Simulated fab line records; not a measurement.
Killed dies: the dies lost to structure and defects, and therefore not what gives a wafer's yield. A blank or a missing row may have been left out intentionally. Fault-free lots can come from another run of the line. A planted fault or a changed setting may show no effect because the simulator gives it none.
fab line records -- flow nand-harc
record lots=11, wafers=33, last-day=33
route steps=1302 shown A_CHANNEL_HOLE_D1@469 A_CHANNEL_FILL_D1@494
lots that met no fault: from a run of the same line without faults
start-h: hours from the record's first day to the start of the lot's first wafer shown -- wait-h: how many hours have passed since the lot's step before this one -- " unchanged from the row above -- L1.1+2: a single row standing in for several wafers -- - value missing, or start not given -- * or withheld: withheld -- < > ~ a bound
route shown NAME@n: NAME is a module with steps in the file, n the number in the route of the first one -- usual: the fault-free wafers' mean and standard deviation -- same: alike in all rows -- chamber/n: place in a boat -- sites: the reading at each site -- _std_site: how widely they spread, as a standard deviation -- _edge_site: mean of outer sites minus mean of inner sites -- radius-mm: how far each site lies from the wafer's centre -- mask NAME#n: copy n -- behind: the most recent tool/chamber to have shaped the wafer -- hold: the reason the lot was held/the length of the hold in hours/how it ended -- device: which transistor (n, p or np) failed to switch -- end of line: the route-end tests of the same wafers -- where a step has no rows: the recipe by itself -- killed: the dies lost at the first sort to structure and to defects; this is not the yield of the wafer -- map: dies across one wafer; x = killed, . = not, _ = none there
set.NAME: the setting the step ran with; set.NAME@STEP: the setting that earlier step ran with -- model.NAME: the simulator's own value behind a step, which no gauge read
steps of the route over a sample of lots; a table a step, a row a wafer
services: a tool's chamber out of use, with start hour (start-h, from the record's first day; less than 0 if before it), hours out, and reason
## steps
# step NHARC_A_CHANNEL_HOLE_D1_ETCH_16
# recipe target-depth-a=31000, over-etch-frac=0.3, time-s=806, ion-energy-ev=150, o2-flow-sccm=400, cos-flow-sccm=20, ar-flow-sccm=0, rf-w=500, bias-w=300, chemistry=O2/COS
# usual drypump-motor-current-A=5.6/0.71, oes-product-au=1.001/0.009, rf-vpp-V=314.5/1.6, showerhead-plenum-p-Torr=3.14/0.1, throttle-valve-pct=28.330/0.0094
lot.wafer,tool,chamber,start-h,wait-h,drypump-motor-current-A,oes-product-au,rf-hours-counter-h,rf-vpp-V,showerhead-plenum-p-Torr,throttle-valve-pct
L507.2,rie-diel-03,3,-,-,4.9,1.002,7,314.5,3.17,28.322
L507.3,rie-diel-03,0,-,-,5.4,0.989,7,312.7,3.06,28.329
L507.6,rie-diel-03,2,-,-,6.6,1.010,-,315.5,3.26,28.329
L506.2,rie-diel-03,1,-,-,4.9,0.997,8,313.2,3.04,28.331
L506.4,rie-diel-03,3,-,-,4.9,1.007,7,314.8,3.17,28.324
L506.6,rie-diel-03,2,-,-,6.6,1.017,-,316.1,3.26,28.344
L509.4,rie-diel-03,1,-,-,4.8,1.001,9,314.5,3.04,28.327
L509.3,rie-diel-03,2,-,-,6.6,0.994,8,318.0,3.26,28.339
L509.6,rie-diel-03,2,-,-,6.6,0.995,-,316.0,3.26,28.332
L511.3,rie-diel-03,3,-,-,4.9,1.005,10,315.5,3.17,28.333
L511.4,rie-diel-03,0,-,-,5.4,1.012,10,312.3,3.06,28.340
L511.5,rie-diel-03,2,-,-,6.6,1.004,-,317.1,3.26,28.322
L510.4,rie-diel-08,3,-,-,4.8,1.008,13,314.5,3.13,28.347
L510.1,rie-diel-08,1,-,-,5.6,1.003,14,317.5,3.37,28.324
L510.5,rie-diel-08,3,-,-,4.8,1.014,-,316.1,3.13,28.317
L512.2,rie-diel-03,1,-,-,4.8,0.993,13,312.8,3.03,28.314
L512.3,rie-diel-03,2,-,-,6.6,1.021,12,315.5,3.26,28.320
L512.5,rie-diel-03,2,-,-,6.6,1.008,-,315.4,3.26,28.334
L520.1,rie-diel-08,3,-,-,4.8,1.012,42,314.5,3.11,28.327
L520.3,rie-diel-08,0,-,-,5.6,1.010,38,312.4,3.03,28.324
L520.6,rie-diel-08,0,-,-,5.6,1.007,-,314.0,3.03,28.332
L525.4,rie-diel-02,0,-,-,6.7,1.007,43,316.9,3.33,28.333
L525.2,rie-diel-02,1,-,-,6.3,1.002,51,314.7,3.19,28.324
L525.6,rie-diel-02,1,-,-,6.3,0.994,-,314.1,3.19,28.335
L526.4,rie-diel-08,0,-,-,5.6,0.996,3,313.2,3.02,28.317
L526.2,rie-diel-08,1,-,-,5.6,1.009,3,318.4,3.34,28.323
L526.5,rie-diel-08,3,-,-,4.9,1.017,-,314.5,3.10,28.331
L528.2,rie-diel-03,1,-,-,4.8,0.993,10,312.8,3.03,28.331
L528.4,rie-diel-03,2,-,-,6.6,0.995,9,316.9,3.26,28.339
L528.3,rie-diel-03,3,-,-,4.9,0.987,9,315.1,3.16,28.329
L527.4,rie-diel-02,2,-,-,5.7,0.989,1,314.2,3.18,28.320
L527.6,rie-diel-02,0,-,-,6.8,1.005,-,317.0,3.33,28.327
L527.5,rie-diel-02,1,-,-,6.3,1.002,-,315.6,3.18,28.331
# step NHARC_A_CHANNEL_HOLE_D1_ETCH_22
# recipe bias-v=3000, source-w=withheld, pressure-mtorr=20, time-s=666.7, ar-flow-sccm=375, c4f8-flow-sccm=89.3, o2-flow-sccm=35.7, temp-c=-20, target-depth-a=16000, chemistry=C4F8/O2/Ar
# usual c4f8-flow-sccm=89.33/0.26, drypump-motor-current-A=5.8/0.6, oes-air-line-au=0.996/0.019, showerhead-plenum-p-Torr=3.66/0.091, temp-c=-20.00/0.1, throttle-valve-pct=32.156/0.0099
lot.wafer,tool,chamber,start-h,wait-h,c4f8-flow-sccm,drypump-motor-current-A,oes-air-line-au,rf-hours-counter-h,showerhead-plenum-p-Torr,temp-c,throttle-valve-pct
L507.2,har-etch-01,0,205.32,0.4,89.59,5.6,1.005,96,3.62,-20.12,32.140
L507.3,har-etch-01,1,205.32,0.4,89.20,6.8,0.981,-,3.73,-20.08,32.158
L507.6,har-etch-01,1,205.32,0.4,89.67,6.8,0.951,-,3.73,-20.12,32.149
L506.2,har-etch-02,0,207.19,0.4,88.93,5.8,0.956,312,3.76,-20.13,32.159
L506.4,har-etch-02,1,207.19,0.4,88.89,5.1,0.972,-,3.59,-20.02,32.185
L506.6,har-etch-02,1,207.19,0.4,89.35,5.1,0.991,-,3.59,-20.01,32.171
L509.4,har-etch-01,0,218.28,0.4,89.52,5.6,1.008,-,3.62,-19.93,32.155
L509.3,har-etch-01,1,218.28,0.4,89.08,6.8,1.018,-,3.73,-19.95,32.155
L509.6,har-etch-01,1,218.28,0.4,89.32,6.8,1.023,-,3.73,-19.85,32.150
L511.4,har-etch-02,0,236.42,0.4,88.71,5.8,0.989,-,3.75,-20.04,32.169
L511.3,har-etch-02,1,236.42,0.4,89.35,5.1,0.982,-,3.58,-19.95,32.152
L511.5,har-etch-02,0,236.42,0.4,88.91,5.8,0.972,-,3.75,-19.99,32.161
L510.1,har-etch-01,1,237.80,0.4,89.22,6.8,1.002,119,3.72,-19.97,32.142
L510.4,har-etch-01,0,237.80,0.4,89.02,5.6,0.985,-,3.61,-19.98,32.137
L510.5,har-etch-01,1,237.80,0.4,89.08,6.8,1.015,-,3.72,-19.87,32.139
L512.2,har-etch-01,0,252.73,0.4,89.41,5.6,0.970,126,3.60,-20.10,32.170
L512.3,har-etch-01,0,252.73,0.4,89.35,5.6,1.002,-,3.60,-20.09,32.163
L512.5,har-etch-01,0,252.73,0.4,89.76,5.7,1.015,-,3.60,-20.19,32.154
L520.1,har-etch-01,1,324.10,0.4,89.16,6.8,0.984,169,3.69,-19.94,32.139
L520.3,har-etch-01,0,324.10,0.4,89.31,5.6,0.989,-,3.58,-20.10,32.156
L520.6,har-etch-01,1,324.10,0.4,88.97,6.8,0.966,-,3.69,-19.78,32.158
L525.2,har-etch-01,1,381.56,0.4,89.55,6.8,0.994,207,3.67,-19.78,32.148
L525.4,har-etch-01,1,381.56,0.4,89.58,6.8,0.983,-,3.67,-19.81,32.161
L525.6,har-etch-01,0,381.56,0.4,89.15,5.6,0.990,-,3.56,-19.97,32.148
L526.2,har-etch-02,0,398.03,0.4,89.62,5.8,1.006,1,3.71,-20.00,32.156
L526.4,har-etch-02,1,398.03,0.4,89.46,5.1,1.033,-,3.93,-20.01,32.149
L526.5,har-etch-02,0,398.03,0.4,89.40,5.8,0.983,-,3.71,-20.14,32.159
L528.2,har-etch-01,1,405.81,0.4,89.22,6.8,0.984,226,3.66,-20.02,32.161
L528.3,har-etch-01,1,405.81,0.4,89.83,6.8,1.006,-,3.66,-20.09,32.165
L528.4,har-etch-01,0,405.81,0.4,89.44,5.6,1.013,-,3.55,-20.10,32.165
L527.4,har-etch-02,0,406.71,0.4,88.90,5.8,1.015,-,3.70,-20.06,32.160
L527.6,har-etch-02,1,406.71,0.4,89.09,5.1,1.015,-,3.93,-20.14,32.155
L527.5,har-etch-02,0,406.71,0.4,89.17,5.8,1.011,-,3.70,-19.96,32.150
# step NHARC_A_CHANNEL_FILL_D1_ALD_14
# recipe target-thk-a=25, pulse-time-s=10, ald-cycles=25, temp-c=300, material=SiO2
# usual ald-cycles=25/0, heater-power-w=454/35, precursor-pulse-height-rel=0.999/0.021
lot.wafer,tool,chamber,start-h,wait-h,ald-cycles,heater-power-w,precursor-pulse-height-rel
L507.3,ald-hk-01,3,217.29,0.0,25,472,0.979
L507.2,ald-hk-01,2,217.29,0.0,25,484,1.000
L507.6,ald-hk-01,0,217.29,0.0,25,515,1.036
L506.4,ald-hk-02,2,217.43,0.2,25,412,0.972
L506.2,ald-hk-02,0,217.43,0.2,25,492,0.978
L506.6,ald-hk-02,2,217.43,0.2,25,417,0.978
L509.3,ald-hk-03,2,233.79,0.0,25,430,0.974
L509.4,ald-hk-03,0,233.79,0.0,25,476,0.960
L509.6,ald-hk-03,2,233.79,0.0,25,440,1.008
L510.4,ald-hk-02,3,249.01,0.8,28,519,0.993
L510.1,ald-hk-02,0,249.01,0.8,28,506,1.007
L510.5,ald-hk-02,3,249.01,0.8,28,499,1.014
L511.4,ald-hk-02,1,249.23,1.0,28,425,1.007
L511.3,ald-hk-02,3,249.23,1.0,28,511,0.983
L511.5,ald-hk-02,1,249.23,1.0,28,415,1.009
L512.3,ald-hk-03,3,264.62,0.0,25,403,1.035
L512.2,ald-hk-03,2,264.62,0.0,25,431,1.032
L512.5,ald-hk-03,3,264.62,0.0,25,404,1.000
L520.1,ald-hk-02,0,335.80,0.0,25,510,1.000
L520.3,ald-hk-02,1,335.80,0.0,25,421,0.989
L520.6,ald-hk-02,1,335.80,0.0,25,433,0.997
L525.2,ald-hk-01,3,391.45,0.1,25,454,1.003
L525.4,ald-hk-01,1,391.45,0.1,25,444,1.016
L525.6,ald-hk-01,3,391.45,0.1,25,454,1.015
L526.4,ald-hk-03,1,410.00,0.0,25,457,0.975
L526.2,ald-hk-03,3,410.00,0.0,25,378,0.988
L526.5,ald-hk-03,1,410.00,0.0,25,461,0.991
L528.4,ald-hk-03,3,417.83,0.0,25,395,1.033
L528.3,ald-hk-03,0,417.83,0.0,25,473,1.002
L528.2,ald-hk-03,2,417.83,0.0,25,441,1.020
L527.4,ald-hk-02,1,417.87,0.1,25,430,0.986
L527.5,ald-hk-02,0,417.87,0.1,25,461,1.022
L527.6,ald-hk-02,1,417.87,0.1,25,435,1.046
# step NHARC_A_CHANNEL_FILL_D1_ALD_15
# recipe target-thk-a=20, pulse-time-s=60, ald-cycles=19, temp-c=630, pressure-torr=2, material=SiNx
# usual ald-cycles=19/0, precursor-pulse-height-rel=1.000/0.021
lot.wafer,tool,chamber,start-h,wait-h,ald-cycles,precursor-pulse-height-rel
L506.2,ald-sin-batch-02,0,220.42,-,19,1.007
L506.4,ald-sin-batch-02,0,220.42,-,19,0.995
L506.6,ald-sin-batch-02,0,220.42,-,19,0.984
L507.2,ald-sin-batch-02,0,220.42,-,19,0.982
L507.3,ald-sin-batch-02,0,220.42,-,19,1.003
L507.6,ald-sin-batch-02,0,220.42,-,19,0.976
L509.3,ald-sin-batch-03,0,236.91,-,19,1.015
L509.4,ald-sin-batch-03,0,236.91,-,19,0.990
L509.6,ald-sin-batch-03,0,236.91,-,19,0.977
L510.1,ald-sin-batch-03,0,252.14,-,26,0.979
L510.4,ald-sin-batch-03,0,252.14,-,26,0.969
L510.5,ald-sin-batch-03,0,252.14,-,26,0.965
L511.3,ald-sin-batch-03,0,252.14,-,26,0.996
L511.4,ald-sin-batch-03,0,252.14,-,26,0.959
L511.5,ald-sin-batch-03,0,252.14,-,26,1.022
L512.2,ald-sin-batch-01,0,267.74,-,19,0.998
L512.3,ald-sin-batch-01,0,267.74,-,19,0.972
L512.5,ald-sin-batch-01,0,267.74,-,19,0.989
L520.1,ald-sin-batch-02,0,338.92,-,19,1.024
L520.3,ald-sin-batch-02,0,338.92,-,19,1.004
L520.6,ald-sin-batch-02,0,338.92,-,19,1.059
L525.2,ald-sin-batch-01,0,394.53,-,19,1.021
L525.4,ald-sin-batch-01,0,394.53,-,19,1.003
L525.6,ald-sin-batch-01,0,394.53,-,19,1.013
L526.2,ald-sin-batch-01,0,413.15,-,19,0.992
L526.4,ald-sin-batch-01,0,413.15,-,19,0.977
L526.5,ald-sin-batch-01,0,413.15,-,19,1.010
L527.4,ald-sin-batch-01,0,420.95,-,19,0.979
L527.5,ald-sin-batch-01,0,420.95,-,19,0.961
L527.6,ald-sin-batch-01,0,420.95,-,19,1.046
L528.2,ald-sin-batch-01,0,420.95,-,19,0.997
L528.3,ald-sin-batch-01,0,420.95,-,19,1.002
L528.4,ald-sin-batch-01,0,420.95,-,19,1.019
# step NHARC_A_CHANNEL_FILL_D1_ALD_16
# recipe target-thk-a=15, pulse-time-s=10, ald-cycles=15, temp-c=300, material=SiO2
# usual ald-cycles=15/0, heater-power-w=455/33, precursor-pulse-height-rel=0.997/0.019
lot.wafer,tool,chamber,start-h,wait-h,ald-cycles,heater-power-w,precursor-pulse-height-rel
L507.2,ald-hk-01,0,222.47,0.0,15,492,0.957
L507.3,ald-hk-01,3,222.47,0.0,15,477,0.996
L507.6,ald-hk-01,0,222.47,0.0,15,484,0.983
L506.4,ald-hk-01,2,222.66,0.2,15,485,0.997
L506.2,ald-hk-01,3,222.66,0.2,15,485,1.004
L506.6,ald-hk-01,2,222.66,0.2,15,474,1.019
L509.4,ald-hk-02,2,239.01,0.1,15,417,0.984
L509.3,ald-hk-02,3,239.01,0.1,15,505,0.987
L509.6,ald-hk-02,1,239.01,0.1,15,422,0.984
L511.4,ald-hk-03,3,254.20,0.0,15,400,0.987
L511.3,ald-hk-03,1,254.20,0.0,15,469,1.009
L511.5,ald-hk-03,3,254.20,0.0,15,404,0.985
L510.4,ald-hk-01,1,254.20,0.0,15,422,0.960
L510.1,ald-hk-01,2,254.20,0.0,15,478,1.012
L510.5,ald-hk-01,2,254.20,0.0,15,488,1.004
L512.2,ald-hk-03,1,269.76,0.0,15,469,1.008
L512.3,ald-hk-03,0,269.76,0.0,15,474,0.963
L512.5,ald-hk-03,2,269.76,0.0,15,441,0.995
L520.1,ald-hk-01,2,341.03,0.1,15,478,1.010
L520.3,ald-hk-01,3,341.03,0.1,15,457,1.027
L520.6,ald-hk-01,0,341.03,0.1,15,466,0.996
L525.2,ald-hk-01,2,397.63,1.1,15,460,1.018
L525.4,ald-hk-01,0,397.63,1.1,15,479,1.007
L525.6,ald-hk-01,1,397.63,1.1,15,433,1.034
L526.2,ald-hk-03,0,415.21,0.0,15,470,0.998
L526.4,ald-hk-03,1,415.21,0.0,15,447,0.968
L526.5,ald-hk-03,0,415.21,0.0,15,485,1.008
L527.4,ald-hk-02,3,423.00,0.0,15,477,1.016
L527.5,ald-hk-02,3,423.00,0.0,15,483,0.969
L527.6,ald-hk-02,0,423.00,0.0,15,462,0.990
L528.2,ald-hk-02,0,423.17,0.2,15,464,0.975
L528.3,ald-hk-02,1,423.17,0.2,15,435,0.945
L528.4,ald-hk-02,2,423.17,0.2,15,413,1.009
## services
tool,chamber,start-h,hours,kind
ald-hk-02,0,180.13,-,clean
ald-hk-02,1,180.13,-,clean
ald-hk-02,2,180.13,-,clean
ald-hk-02,3,180.13,-,clean
rie-diel-08,1,189.45,2.6,repair
rie-diel-08,-,190.84,9.0,pm
ald-hk-03,-,213.01,10.0,pm
rie-diel-02,-,216.77,9.0,pm
ald-sin-batch-02,-,235.12,5.9,repair
rie-diel-02,0,238.23,3.5,repair
rie-diel-02,-,256.07,1.0,repair
ald-sin-batch-02,-,266.00,26.0,pm
rie-diel-03,-,281.62,9.0,pm
ald-hk-01,-,296.00,10.0,pm
ald-hk-02,0,350.09,10.0,vent-cycle
rie-diel-08,-,367.84,9.0,pm
ald-hk-02,-,370.14,2.0,repair
ald-hk-03,-,375.61,2.3,repair
rie-diel-08,2,379.29,7.0,repair
har-etch-02,-,380.15,17.0,pm
ald-sin-batch-03,-,381.27,14.5,repair
ald-hk-03,-,391.01,10.0,pm
rie-diel-02,-,393.86,9.0,pm
rie-diel-08,1,401.22,6.6,repair
## key
first-sign step=NHARC_A_CHANNEL_FILL_D1_ALD_14, reading=ald-cycles, direction=up, sigmas=99+, usual=25, struck=28
effect step=NHARC_A_CHANNEL_FILL_D1_ALD_15, reading=ald-cycles, direction=up, sigmas=99+, usual=19, struck=26
met-at NHARC_A_CHANNEL_FILL_D1_ALD_14,NHARC_A_CHANNEL_FILL_D1_ALD_15
struck-lots L510,L511
tester-left-out L510,L511
not-acting-at NHARC_A_CHANNEL_HOLE_D1_ETCH_16,NHARC_A_CHANNEL_HOLE_D1_ETCH_22,NHARC_A_CHANNEL_FILL_D1_ALD_16
onset-between 236.91 249.01
fault kind=process-parameter-drift, tool=ald-hk-02, chamber=-, onset-h=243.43, steps=NHARC_A_CHANNEL_FILL_D1_ALD_14, channel=ald-cycles, offset=3, shape=step, end-h=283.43, acts-in=these-recipes-only, stated=25
fault kind=process-parameter-drift, tool=ald-sin-batch-03, chamber=-, onset-h=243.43, steps=NHARC_A_CHANNEL_FILL_D1_ALD_15, channel=ald-cycles, offset=7, shape=step, end-h=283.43, acts-in=these-recipes-only, stated=19
# tester-left-out: of these lots the tester's yield and bins aren't shown, on N5 and GAA mostly nor the transistor test; their killed dies are dies lost to structure and defects alone, not to doping, threshold or leakage, so they don't give the yield
